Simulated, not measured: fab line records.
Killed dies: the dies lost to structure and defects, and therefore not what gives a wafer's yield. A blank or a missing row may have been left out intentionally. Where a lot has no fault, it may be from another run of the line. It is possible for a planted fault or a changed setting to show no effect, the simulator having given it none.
Lot-split experiment    flow n5-finfet    route with 1938 steps; 7 lots, 21 wafers read

== THE SPLIT ITSELF ==
At N5_MOL_CONTACT_COAG_COAT_58 (time 60 s, resist thk 10 nm), the setting spin-rpm was moved away from the recipe's 1500 rpm on 7 of the 21 wafers read, by +4.5% to +9.6%. This setting was run at the recipe's value on the other wafers.

== FROM THE SPLIT TO THE READING: what the file shows between them, 5 steps ==
- N5_MOL_CONTACT_COAG_EXPOSE_05: exposes mask CA, defocus 0 nm (also split here: dose-mj)
- N5_MOL_CONTACT_COAG_PEB_06: peb time 60 s
- N5_MOL_CONTACT_COAG_DEVELOP_07: develop time 30 s
- N5_MOL_CONTACT_COAG_CD_MEAS_08: target cd 28 nm
- N5_MOL_CONTACT_COAG_DESCUM_13: chemistry O2, time 7 s

== THE READING ==
etch.depth-nm (the simulator's own value, which no gauge read), in nm, at N5_MOL_CONTACT_COAG_ETCH_59 (etches underlayer in N2/H2, target depth 13 nm, time 10.4 s). The file gives no usual value for it. The 14 wafers here that ran the recipe average 10.009 nm, standard deviation 0.023 nm.

wafer   tool, chamber at the split  spin-rpm as run, rpm  against the recipe  etch.depth-nm, nm  against lot-mates on the recipe
L075.3  litho-track-04, 0           1500                  recipe              10.01              -
L075.4  litho-track-04, 0           1500                  recipe              9.99               -
L075.5  litho-track-04, 0           1500                  recipe              9.988              -
L076.2  litho-track-05, 0           1500                  recipe              10.05              -
L076.3  litho-track-05, 0           1500                  recipe              10.02              -
L076.6  litho-track-05, 0           1500                  recipe              10.02              -
L085.2  litho-track-04, 0           1500                  recipe              9.991              -
L085.3  litho-track-04, 0           1644                  +9.6%               9.527              -0.464
L085.5  litho-track-04, 0           1644                  +9.6%               9.547              -0.444
L086.3  litho-track-05, 0           1637                  +9.1%               9.539              -0.491
L086.4  litho-track-05, 0           1500                  recipe              10.03              -
L086.6  litho-track-05, 0           1637                  +9.1%               9.573              -0.457
L087.1  litho-track-05, 0           1579                  +5.3%               9.765              -0.255
L087.2  litho-track-05, 0           1500                  recipe              10.02              -
L087.4  litho-track-05, 0           1500                  recipe              10.02              -
L090.2  litho-track-03, 0           1500                  recipe              9.997              -
L090.4  litho-track-03, 0           1500                  recipe              9.965              -
L090.5  litho-track-03, 0           1500                  recipe              9.988              -
L096.1  litho-track-03, 0           1567                  +4.5%               9.832              -0.208
L096.2  litho-track-03, 0           1500                  recipe              10.04              -
L096.3  litho-track-03, 0           1567                  +4.5%               9.829              -0.211

THE FIT
A straight line over all 21 wafers: etch.depth-nm changes by -0.0487 nm for each +1% of spin-rpm; r = -0.99; the points scatter about the line by 0.024 nm.
The same after taking each lot's own level away (the mean of its wafers on the recipe; 21 wafers): -0.0492 nm for each +1%; r = -1.00; scatter 0.015 nm.
On that fit, the largest move of spin-rpm shifts the reading by 0.47 nm.
From 9.9833 to 10.0400 nm: that is the span of the lots' own levels, equal to 2.5 times the standard deviation above.
The two slopes agree, so the slope changes little with the lot-to-lot level.
Check: for one of the wafers moved furthest among these (+9.6%), held out of the fit, the line's prediction against its lot-mates is -0.474 nm. It came out at -0.464 nm against them.

== OTHER SPLITS ON THESE WAFERS ==
These wafers also went through other splits before the reading. Each is held against what the fit with the lots' levels taken away leaves over:
other split on the same wafers         wafers away from the commonest value  r with etch.depth-nm (lot level and that fit taken away)
N5_HKMG_FIN_DEVELOP_48 develop-time-s  6                                     +0.09
N5_GATE_CUT_ETCH_56 icp-w              10                                    -0.41
N5_MOL_CONTACT_COAG_EXPOSE_05 dose-mj  7                                     +0.10

== THE WHOLE CHAIN: every reading that the file lists as answering this split, in the file's order ==
step                         what it does                                                 reading                                                                                         change (the file's fit)                 r (the file's)
N5_MOL_CONTACT_COAG_COAT_58  time 60 s, resist thk 10 nm                                  underlayer_of_MOL_CONTACT_COAG_COAT_58.thk-nm (the simulator's own value, which no gauge read)  -0.0423 nm for each +1% of the setting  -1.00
N5_MOL_CONTACT_COAG_ETCH_59  etches underlayer in N2/H2, target depth 13 nm, time 10.4 s  etch.depth-nm (the simulator's own value, which no gauge read)                                  -0.049 nm for each +1% of the setting   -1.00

== THE FILE'S OWN FIT ==
etch.depth-nm changes by -0.049 nm for each +1% of spin-rpm, r = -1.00.
